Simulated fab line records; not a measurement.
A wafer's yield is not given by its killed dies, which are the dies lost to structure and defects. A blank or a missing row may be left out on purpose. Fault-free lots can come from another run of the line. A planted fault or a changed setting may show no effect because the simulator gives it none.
fab line records | flow nand_harc
[record] lots = 13 | wafers = 34 | last_day = 24
route steps=1159 shown A_CONTACT@865 END@1159
lots with no fault: from the same line, run without faults
start_h: hours from the record's first day to the start of the lot's first wafer shown | wait_h: hours since the lot's step before | " unchanged from the row above | L1.1+2: a row that stands for several wafers | - no value, or no start was given | * or withheld: withheld | < > ~ a bound
route shown NAME@n: a module of which the file shows steps, and the number in the route of the first | usual: mean/standard deviation taken from wafers without a fault | same: alike in all rows | chamber/n: place in a boat | sites: the reading at each site | _std_site: how widely they spread, as a standard deviation | _edge_site: the outer-site mean with the inner-site mean subtracted | radius_mm: for every site, how far away it sits from the centre of the wafer | mask NAME#n: copy n | behind: the tool/chamber that last shaped the wafer | hold: why the lot went on hold/how many hours it stayed there/how the hold came to an end | device: the n, p or np transistor that did not switch | end of line: the same wafers' tests at the end of the route | a step without rows: its recipe alone | killed: dies lost to structure and defects at the first sort, not the wafer's yield | map: a wafer's dies, marking killed ones x, the rest . and places with no die _
set.NAME: the run value of the setting; set.NAME@STEP: its run value at that earlier step | model.NAME: the simulator's own value behind a step, which no gauge read
route steps across a sampled set of lots; one table per step, one row per wafer
services: a tool's chamber out of use, with start hour (start_h, from the record's first day; less than 0 if before it), hours out, and reason
[[steps]]
[step NHARC_A_CONTACT_ETCH_114]
[recipe] source_w = withheld | pressure_mtorr = 20 | bias_v = 3000 | time_s = 94 | target_depth_a = 9220 | ar_flow_sccm = withheld | c4f8_flow_sccm = withheld | o2_flow_sccm = withheld | chemistry = C4F8/O2/Ar
[same] time_s = 94
lot.wafer | tool            | chamber | start_h | wait_h | rf_hours_counter_h
L478.2    | har_cap_etch-02 | 0       | 374.11  | 0.1    | 8
L478.4    | "               | 1       | "       | "      | -
L478.3    | "               | 0       | "       | "      | -
L477.1    | har_cap_etch-03 | 1       | 374.31  | 0.1    | 81
L477.6    | "               | 0       | "       | "      | -
L477.5    | "               | 1       | "       | "      | -
L479.1    | har_cap_etch-03 | 1       | 376.75  | 0.1    | 82
L479.2    | "               | 0       | "       | "      | 82
L479.4    | "               | 0       | "       | "      | -
L482.2    | har_cap_etch-03 | 1       | 386.35  | 0.1    | 85
L482.3    | "               | 1       | "       | "      | -
L482.6    | "               | 0       | "       | "      | -
L485.3    | har_cap_etch-01 | 0       | 404.16  | 0.1    | -
L485.4    | "               | 1       | "       | "      | -
L485.6    | "               | 0       | "       | "      | -
L484.5    | har_cap_etch-03 | 0       | 412.35  | 0.1    | -
L488.2    | har_cap_etch-03 | 0       | 436.80  | 0.1    | 93
L488.6    | "               | 0       | "       | "      | -
L489.3    | har_cap_etch-03 | 0       | 447.81  | 0.1    | -
L494.2    | har_cap_etch-02 | 1       | 467.43  | 0.1    | 28
L494.4    | "               | 0       | "       | "      | -
L494.3    | "               | 1       | "       | "      | -
L496.1    | har_cap_etch-02 | 1       | 473.65  | 0.1    | 29
L496.6    | "               | 0       | "       | "      | -
L496.5    | "               | 1       | "       | "      | -
L495.1    | har_cap_etch-02 | 0       | 491.15  | 0.1    | 31
L495.2    | "               | 1       | "       | "      | 31
L495.4    | "               | 0       | "       | "      | -
L500.2    | har_cap_etch-02 | 1       | 510.03  | 0.1    | 34
L500.3    | "               | 0       | "       | "      | -
L500.5    | "               | 0       | "       | "      | -
L499.3    | har_cap_etch-01 | 0       | 510.58  | 0.1    | -
L499.4    | "               | 1       | "       | "      | -
L499.6    | "               | 0       | "       | "      | -
[step NHARC_A_CONTACT_DESCUM_74]
[recipe] time_s = 3 | o2_flow_sccm = 200 | ar_flow_sccm = 0 | bias_power_w = 0 | chemistry = O2
[usual] drypump_motor_current_A = 5.56/0.3 | oes_product_au = 1.001/0.012 | rf_vpp_V = 57.7/0.88 | showerhead_plenum_p_Torr = 1.89/0.093 | throttle_valve_pct = 11.311/0.0095
[same] time_s = 3
lot.wafer | tool        | chamber | start_h | wait_h | hold                     | drypump_motor_current_A | oes_product_au | rf_hours_counter_h | rf_vpp_V | showerhead_plenum_p_Torr | throttle_valve_pct
L478.2    | rie_diel-11 | 0       | 379.74  | 0.1    | -                        | 5.59                    | 1.030          | 0                  | 57.4     | 1.77                     | 11.321
L478.3    | "           | 1       | "       | "      | -                        | 5.76                    | 1.018          | 0                  | 57.4     | 1.86                     | 11.314
L478.4    | "           | 2       | "       | "      | -                        | 5.21                    | 1.016          | 0                  | 56.6     | 1.88                     | 11.313
L477.1    | rie_diel-05 | 0       | 379.89  | 0.1    | -                        | 5.61                    | 0.987          | 8                  | 57.6     | 1.81                     | 11.328
L477.5    | "           | 0       | "       | "      | -                        | 5.64                    | 0.987          | -                  | 57.5     | 1.81                     | 11.304
L477.6    | "           | 1       | "       | "      | -                        | 5.45                    | 0.991          | -                  | 59.9     | 1.88                     | 11.316
L479.2    | rie_diel-11 | 3       | 382.01  | 0.1    | -                        | 5.10                    | 0.991          | 1                  | 57.7     | 1.81                     | 11.313
L479.1    | "           | 0       | "       | "      | -                        | 5.62                    | 1.011          | 1                  | 56.4     | 1.77                     | 11.306
L479.4    | "           | 1       | "       | "      | -                        | 5.78                    | 1.013          | 1                  | 57.9     | 1.86                     | 11.318
L482.2    | rie_diel-11 | 3       | 391.68  | 0.1    | -                        | 5.12                    | 1.003          | 4                  | 57.8     | 1.81                     | 11.303
L482.3    | "           | 0       | "       | "      | -                        | 5.66                    | 1.009          | 4                  | 58.9     | 1.77                     | 11.312
L482.6    | "           | 1       | "       | "      | -                        | 5.77                    | 1.009          | -                  | 56.9     | 1.86                     | 11.321
L485.3    | rie_diel-11 | 2       | 412.05  | 0.1    | -                        | 5.19                    | 1.004          | 8                  | 58.0     | 1.88                     | 11.316
L485.4    | "           | 3       | "       | "      | -                        | 5.14                    | 1.005          | 8                  | 57.6     | 1.81                     | 11.307
L485.6    | "           | 2       | "       | "      | -                        | 5.19                    | 0.995          | -                  | 57.2     | 1.88                     | 11.309
L484.5    | rie_diel-11 | 0       | 423.13  | 2.4    | await_dispo/2.3h/release | 5.60                    | 1.016          | -                  | 56.5     | 1.77                     | 11.297
L488.2    | rie_diel-05 | 1       | 447.14  | 4.4    | await_dispo/4.1h/release | 5.43                    | 0.982          | 29                 | 56.9     | 1.87                     | 11.313
L488.6    | "           | 1       | "       | "      | await_dispo/4.1h/release | 5.43                    | 0.997          | -                  | 57.5     | 1.87                     | 11.328
L489.3    | rie_diel-05 | 3       | 459.69  | 6.2    | await_dispo/6.1h/release | 5.35                    | 1.022          | 36                 | 58.8     | 2.04                     | 11.307
L494.3    | rie_diel-11 | 3       | 473.18  | 0.1    | -                        | 5.12                    | 1.009          | 20                 | 57.3     | 1.81                     | 11.309
L494.2    | "           | 1       | "       | "      | -                        | 5.77                    | 0.994          | 19                 | 58.4     | 1.85                     | 11.315
L494.4    | "           | 1       | "       | "      | -                        | 5.78                    | 0.997          | -                  | 57.8     | 1.85                     | 11.320
L496.1    | rie_diel-06 | 0       | 484.28  | 0.1    | -                        | 5.36                    | 0.999          | 26                 | 58.6     | 2.07                     | 11.321
L496.6    | "           | 0       | "       | "      | -                        | 5.36                    | 0.995          | -                  | 58.4     | 2.07                     | 11.288
L496.5    | "           | 1       | "       | "      | -                        | 6.07                    | 0.965          | -                  | 58.1     | 1.89                     | 11.302
L495.1    | rie_diel-06 | 3       | 496.73  | 0.1    | -                        | 5.73                    | 0.990          | 8                  | 57.3     | 1.99                     | 11.302
L495.4    | "           | 0       | "       | "      | -                        | 5.42                    | 1.001          | 30                 | 58.0     | 2.07                     | 11.306
L495.2    | "           | 2       | "       | "      | -                        | 6.06                    | 0.982          | 24                 | 58.2     | 1.81                     | 11.309
L500.2    | rie_diel-06 | 1       | 515.43  | 0.1    | -                        | 6.11                    | 0.998          | 37                 | 57.7     | 1.89                     | 11.320
L500.3    | "           | 2       | "       | "      | -                        | 6.04                    | 0.995          | 30                 | 57.8     | 1.81                     | 11.301
L500.5    | "           | 1       | "       | "      | -                        | 6.12                    | 0.994          | -                  | 56.7     | 1.89                     | 11.312
L499.3    | rie_diel-05 | 1       | 515.89  | 0.1    | -                        | 5.45                    | 0.980          | 54                 | 57.2     | 1.86                     | 11.307
L499.4    | "           | 2       | "       | "      | -                        | 5.73                    | 1.007          | 54                 | 58.0     | 1.99                     | 11.316
L499.6    | "           | 1       | "       | "      | -                        | 5.43                    | 0.988          | -                  | 55.6     | 1.86                     | 11.332
[step NHARC_A_CONTACT_ETCH_75]
[recipe] target_depth_a = 390 | over_etch_frac = 0.3 | time_s = 65 | ion_energy_ev = 80 | cf4_flow_sccm = 150 | ar_flow_sccm = 0 | rf_w = 300 | bias_w = 100 | chemistry = CF4
[usual] cf4_flow_sccm = 150.0/0.45 | drypump_motor_current_A = 5.54/0.29 | oes_product_au = 1.001/0.011 | rf_vpp_V = 150.8/1.3 | showerhead_plenum_p_Torr = 1.74/0.081 | throttle_valve_pct = 13.283/0.01
[same] time_s = 65
lot.wafer | tool        | chamber | start_h | wait_h | cf4_flow_sccm | drypump_motor_current_A | oes_product_au | rf_hours_counter_h | rf_vpp_V | showerhead_plenum_p_Torr | throttle_valve_pct
L478.4    | rie_diel-11 | 0       | 379.83  | 0.1    | 149.7         | 5.63                    | 1.002          | 0                  | 151.6    | 1.65                     | 13.289
L478.3    | "           | 1       | "       | "      | 150.1         | 5.78                    | 1.005          | 0                  | 151.5    | 1.72                     | 13.284
L478.2    | "           | 2       | "       | "      | 150.7         | 5.22                    | 1.000          | 0                  | 151.5    | 1.74                     | 13.287
L477.1    | rie_diel-05 | 2       | 379.97  | 0.1    | 149.9         | 5.72                    | 1.014          | 7                  | 152.3    | 1.85                     | 13.283
L477.5    | "           | 2       | "       | "      | 150.3         | 5.72                    | 1.004          | -                  | 152.9    | 1.85                     | 13.304
L477.6    | "           | 3       | "       | "      | 150.3         | 5.40                    | 1.024          | -                  | 153.0    | 1.89                     | 13.283
L479.1    | rie_diel-11 | 3       | 382.11  | 0.1    | 150.4         | 5.12                    | 0.992          | 1                  | 148.5    | 1.68                     | 13.269
L479.4    | "           | 1       | "       | "      | 149.1         | 5.78                    | 1.013          | 1                  | 151.5    | 1.72                     | 13.287
L479.2    | "           | 2       | "       | "      | 150.4         | 5.22                    | 1.000          | 1                  | 150.0    | 1.74                     | 13.283
L482.3    | rie_diel-11 | 0       | 391.78  | 0.1    | 150.3         | 5.60                    | 1.016          | 4                  | 150.2    | 1.64                     | 13.266
L482.2    | "           | 3       | "       | "      | 149.8         | 5.14                    | 1.001          | 4                  | 152.6    | 1.68                     | 13.287
L482.6    | "           | 0       | "       | "      | 150.2         | 5.61                    | 1.011          | -                  | 149.6    | 1.64                     | 13.297
L485.4    | rie_diel-11 | 2       | 412.18  | 0.1    | 150.8         | 5.19                    | 1.001          | 8                  | 150.4    | 1.74                     | 13.285
L485.3    | "           | 3       | "       | "      | 150.5         | 5.13                    | 1.003          | 8                  | 150.6    | 1.68                     | 13.288
L485.6    | "           | 0       | "       | "      | 149.7         | 5.64                    | 1.011          | -                  | 149.9    | 1.64                     | 13.291
L484.5    | rie_diel-11 | 2       | 423.21  | 0.1    | 150.1         | 5.20                    | 0.998          | -                  | 151.2    | 1.74                     | 13.283
L488.2    | rie_diel-05 | 2       | 447.32  | 0.2    | 150.0         | 5.73                    | 1.004          | 30                 | 152.9    | 1.84                     | 13.281
L488.6    | "           | 3       | "       | "      | 149.5         | 5.37                    | 1.016          | -                  | 153.2    | 1.88                     | 13.278
L489.3    | rie_diel-05 | 0       | 459.77  | 0.1    | 149.3         | 5.64                    | 0.999          | 36                 | 149.1    | 1.67                     | 13.289
L494.3    | rie_diel-11 | 2       | 473.27  | 0.1    | 149.9         | 5.21                    | 0.999          | 20                 | 151.1    | 1.74                     | 13.297
L494.2    | "           | 1       | "       | "      | 149.8         | 5.79                    | 0.986          | 19                 | 150.4    | 1.72                     | 13.279
L494.4    | "           | 1       | "       | "      | 150.7         | 5.78                    | 0.986          | -                  | 151.6    | 1.72                     | 13.284
L496.1    | rie_diel-06 | 3       | 484.37  | 0.1    | 149.3         | 5.70                    | 0.993          | 4                  | 151.0    | 1.83                     | 13.278
L496.6    | "           | 2       | "       | "      | 150.1         | 6.08                    | 0.986          | -                  | 150.6    | 1.68                     | 13.264
L496.5    | "           | 3       | "       | "      | 149.3         | 5.71                    | 1.000          | -                  | 151.6    | 1.83                     | 13.291
L495.2    | rie_diel-06 | 1       | 496.82  | 0.1    | 150.7         | 6.08                    | 1.004          | 30                 | 150.1    | 1.75                     | 13.300
L495.1    | "           | 2       | "       | "      | 150.3         | 6.08                    | 1.001          | 24                 | 149.1    | 1.68                     | 13.289
L495.4    | "           | 3       | "       | "      | 149.9         | 5.75                    | 0.983          | 8                  | 153.1    | 1.83                     | 13.275
L500.3    | rie_diel-06 | 0       | 515.51  | 0.1    | 149.8         | 5.37                    | 1.004          | 37                 | 152.4    | 1.90                     | 13.276
L500.2    | "           | 2       | "       | "      | 149.8         | 6.05                    | 1.002          | 30                 | 150.6    | 1.68                     | 13.287
L500.5    | "           | 3       | "       | "      | 148.9         | 5.77                    | 0.992          | -                  | 153.0    | 1.83                     | 13.282
L499.3    | rie_diel-05 | 2       | 516.09  | 0.2    | 151.1         | 5.73                    | 1.006          | 54                 | 150.7    | 1.84                     | 13.280
L499.4    | "           | 3       | "       | "      | 149.9         | 5.39                    | 1.024          | 57                 | 153.5    | 1.88                     | 13.287
L499.6    | "           | 2       | "       | "      | 150.1         | 5.72                    | 1.009          | -                  | 152.2    | 1.84                     | 13.293
[step NHARC_A_CONTACT_ETCH_126]
[recipe] source_w = withheld | pressure_mtorr = 20 | bias_v = 1200 | time_s = 155 | target_depth_a = 9560 | ar_flow_sccm = withheld | c4f8_flow_sccm = withheld | o2_flow_sccm = withheld | chemistry = C4F8/O2/Ar
[same] time_s = 155
lot.wafer | tool            | chamber | start_h | wait_h | rf_hours_counter_h
L478.2    | har_cap_etch-02 | 1       | 381.24  | 0.1    | 11
L478.3    | "               | 1       | "       | "      | -
L478.4    | "               | 0       | "       | "      | -
L477.1    | har_cap_etch-03 | 0       | 381.35  | 0.1    | 83
L477.5    | "               | 0       | "       | "      | -
L477.6    | "               | 1       | "       | "      | -
L479.1    | har_cap_etch-01 | 1       | 383.49  | 0.1    | 60
L479.2    | "               | 0       | "       | "      | 60
L479.4    | "               | 1       | "       | "      | -
L482.2    | har_cap_etch-02 | 1       | 393.35  | 0.1    | 13
L482.3    | "               | 0       | "       | "      | -
L482.6    | "               | 0       | "       | "      | -
L485.3    | har_cap_etch-02 | 0       | 413.75  | 0.1    | -
L485.4    | "               | 1       | "       | "      | -
L485.6    | "               | 0       | "       | "      | -
L484.5    | har_cap_etch-03 | 1       | 425.62  | 0.2    | -
L488.2    | har_cap_etch-02 | 1       | 448.79  | 0.1    | 23
L488.6    | "               | 1       | "       | "      | -
L489.3    | har_cap_etch-01 | 0       | 461.34  | 0.1    | -
L494.2    | har_cap_etch-03 | 0       | 475.38  | 0.1    | 101
L494.3    | "               | 1       | "       | "      | -
L494.4    | "               | 0       | "       | "      | -
L496.1    | har_cap_etch-03 | 0       | 485.74  | 0.1    | 102
L496.6    | "               | 0       | "       | "      | -
L496.5    | "               | 1       | "       | "      | -
L495.2    | har_cap_etch-02 | 1       | 498.20  | 0.1    | 32
L495.1    | "               | 0       | "       | "      | 32
L495.4    | "               | 0       | "       | "      | -
L500.2    | har_cap_etch-03 | 1       | 516.88  | 0.1    | 107
L500.3    | "               | 0       | "       | "      | -
L500.5    | "               | 1       | "       | "      | -
L499.4    | har_cap_etch-02 | 1       | 517.52  | 0.1    | -
L499.3    | "               | 0       | "       | "      | -
L499.6    | "               | 1       | "       | "      | -
[step NHARC_A_CONTACT_ETCH_127]
[recipe] source_w = withheld | pressure_mtorr = 20 | bias_v = 1200 | time_s = 155 | target_depth_a = 9560 | ar_flow_sccm = withheld | c4f8_flow_sccm = withheld | o2_flow_sccm = withheld | chemistry = C4F8/O2/Ar
[same] time_s = 155
lot.wafer | tool            | chamber | start_h | wait_h | rf_hours_counter_h
L478.2    | har_cap_etch-02 | 1       | 381.38  | 0.1    | 11
L478.3    | "               | 1       | "       | "      | -
L478.4    | "               | 0       | "       | "      | -
L477.1    | har_cap_etch-03 | 0       | 381.49  | 0.1    | 83
L477.5    | "               | 0       | "       | "      | -
L477.6    | "               | 1       | "       | "      | -
L479.1    | har_cap_etch-01 | 1       | 383.63  | 0.1    | 60
L479.2    | "               | 0       | "       | "      | 60
L479.4    | "               | 1       | "       | "      | -
L482.2    | har_cap_etch-02 | 1       | 393.49  | 0.1    | 14
L482.3    | "               | 0       | "       | "      | -
L482.6    | "               | 0       | "       | "      | -
L485.3    | har_cap_etch-02 | 0       | 413.89  | 0.1    | -
L485.4    | "               | 1       | "       | "      | -
L485.6    | "               | 0       | "       | "      | -
L484.5    | har_cap_etch-03 | 1       | 425.81  | 0.2    | -
L488.2    | har_cap_etch-02 | 1       | 448.93  | 0.1    | 23
L488.6    | "               | 1       | "       | "      | -
L489.3    | har_cap_etch-01 | 0       | 461.49  | 0.1    | -
L494.2    | har_cap_etch-03 | 0       | 475.53  | 0.1    | 101
L494.3    | "               | 1       | "       | "      | -
L494.4    | "               | 0       | "       | "      | -
L496.1    | har_cap_etch-03 | 0       | 485.88  | 0.1    | 102
L496.6    | "               | 0       | "       | "      | -
L496.5    | "               | 1       | "       | "      | -
L495.2    | har_cap_etch-02 | 1       | 498.34  | 0.1    | 32
L495.1    | "               | 0       | "       | "      | 32
L495.4    | "               | 0       | "       | "      | -
L500.2    | har_cap_etch-03 | 1       | 517.03  | 0.1    | 107
L500.3    | "               | 0       | "       | "      | -
L500.5    | "               | 1       | "       | "      | -
L499.4    | har_cap_etch-02 | 1       | 517.66  | 0.1    | -
L499.3    | "               | 0       | "       | "      | -
L499.6    | "               | 1       | "       | "      | -
[step NHARC_END_SORT_01]
[recipe] temp_c = 25
[usual] killed_at_array = 24/8.4 | killed_at_other = 0.7/1.1 | killed_at_periphery = 2.9/1.7 | killed_dies = 27/8.6 | killed_open = 3.3/1.8 | killed_short = 1.8/1.4
[same] gross_dies = 677
lot.wafer | tool      | chamber | start_h | wait_h | killed_at_array | killed_at_other | killed_at_periphery | killed_dies | killed_open | killed_short
L484.5    | prober-02 | 0       | 502.03  | 3.7    | 147             | 1               | 1                   | 149         | 0           | 3
L488.2    | prober-02 | 0       | 522.58  | 2.8    | 117             | 1               | 4                   | 122         | 4           | 0
L488.6    | prober-02 | 0       | 525.78  | 4.0    | 117             | 0               | 2                   | 119         | 4           | 0
L489.3    | prober-01 | 0       | 553.90  | 3.1    | 117             | 4               | 4                   | 125         | 3           | 1
// killed by level:class
L484.5 A_CONTACT:unspecified=112 A_CHANNEL_HOLE_D1:chamber_film_flake=12 A_SLIT:chamber_film_flake=8 A_STAIRCASE:chamber_film_flake=4 A_CONTACT:chamber_film_flake=4 A_ONON_D1:geometric_particle:short=2 A_BONDPAD:chamber_film_flake=2 A_WL_FILL:geometric_particle:short=1
L488.2 A_CONTACT:unspecified=103 A_SLIT:chamber_film_flake=5 A_CHANNEL_HOLE_D1:chamber_film_flake=3 A_CONTACT:geometric_particle:open=2 P_GATE:chamber_film_flake=2 P_M2:chamber_film_flake=2 A_CHANNEL_FILL_D1:chamber_film_flake=2 A_WL_FILL:geometric_particle:open=1
L488.6 A_CONTACT:unspecified=100 A_SLIT:chamber_film_flake=7 A_CHANNEL_HOLE_D1:geometric_particle:open=2 A_CHANNEL_HOLE_D1:chamber_film_flake=2 A_STAIRCASE:chamber_film_flake=2 A_CONTACT:chamber_film_flake=2 A_CONTACT:geometric_particle:open=1 A_M1:geometric_particle:open=1
L489.3 A_CONTACT:unspecified=109 THIN_TSV:chamber_film_flake=4 P_CONTACT:geometric_particle:open=2 P_GATE:chamber_film_flake=2 A_SLIT:chamber_film_flake=2 A_CONTACT:chamber_film_flake=2 A_ONON_D1:geometric_particle:open=1 A_WL_FILL:geometric_particle:short=1
[[services]]
tool            | chamber | start_h | hours | kind
har_cap_etch-01 | -       | 363.27  | 0.3   | repair
rie_diel-11     | -       | 366.50  | 9.0   | pm
rie_diel-11     | 0       | 366.50  | 9.0   | vent_cycle
rie_diel-11     | 1       | 366.50  | 9.0   | vent_cycle
rie_diel-11     | 2       | 366.50  | 9.0   | vent_cycle
rie_diel-11     | 3       | 366.50  | 9.0   | vent_cycle
rie_diel-11     | 0       | 375.50  | -     | clean
rie_diel-11     | 1       | 375.50  | -     | clean
rie_diel-11     | 2       | 375.50  | -     | clean
rie_diel-11     | 3       | 375.50  | -     | clean
rie_diel-11     | 2       | 389.44  | 2.3   | repair
rie_diel-11     | 0       | 400.00  | -     | clean
rie_diel-11     | 1       | 400.00  | -     | clean
rie_diel-11     | 2       | 400.00  | -     | clean
rie_diel-11     | 3       | 400.00  | -     | clean
rie_diel-06     | 1       | 401.58  | 7.4   | repair
rie_diel-06     | -       | 418.21  | 9.0   | pm
rie_diel-11     | 0       | 424.51  | -     | clean
rie_diel-11     | 1       | 424.51  | -     | clean
rie_diel-11     | 2       | 424.51  | -     | clean
rie_diel-11     | 3       | 424.51  | -     | clean
rie_diel-06     | 2       | 465.01  | 7.0   | repair
rie_diel-06     | 3       | 471.49  | 6.7   | repair
har_cap_etch-03 | -       | 471.93  | 0.8   | repair
[[key]]
[first_sign] step = NHARC_END_SORT_01 | reading = killed_at_array | direction = up | sigmas = 12 | usual = 24 | struck = 124
[effect] step = NHARC_END_SORT_01 | reading = killed_dies | direction = up | sigmas = 12 | usual = 27 | struck = 129
[more_kills_born_at] NHARC_A_CONTACT_ETCH_114@har_cap_etch-03 = 417
met_at NHARC_A_CONTACT_ETCH_114
struck_lots L484,L488,L489
struck_wafers L484.5,L488.2,L488.6,L489.3
tester_left_out L484,L488,L489
not_acting_at NHARC_A_CONTACT_ETCH_75,NHARC_A_CONTACT_ETCH_126,NHARC_A_CONTACT_ETCH_127
onset_between 386.35 412.35
[fault] kind = chamber_particle_source | tool = har_cap_etch-03 | chamber = 0 | onset_h = 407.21 | steps = NHARC_A_CONTACT_ETCH_114 | rate_per_visit_cm2 = 2.141 | end_h = 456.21
// tester_left_out: of these lots the tester's yield and bins aren't shown, on N5 and GAA mostly nor the transistor test; their killed dies are dies lost to structure and defects alone, not to doping, threshold or leakage, so they don't give the yield
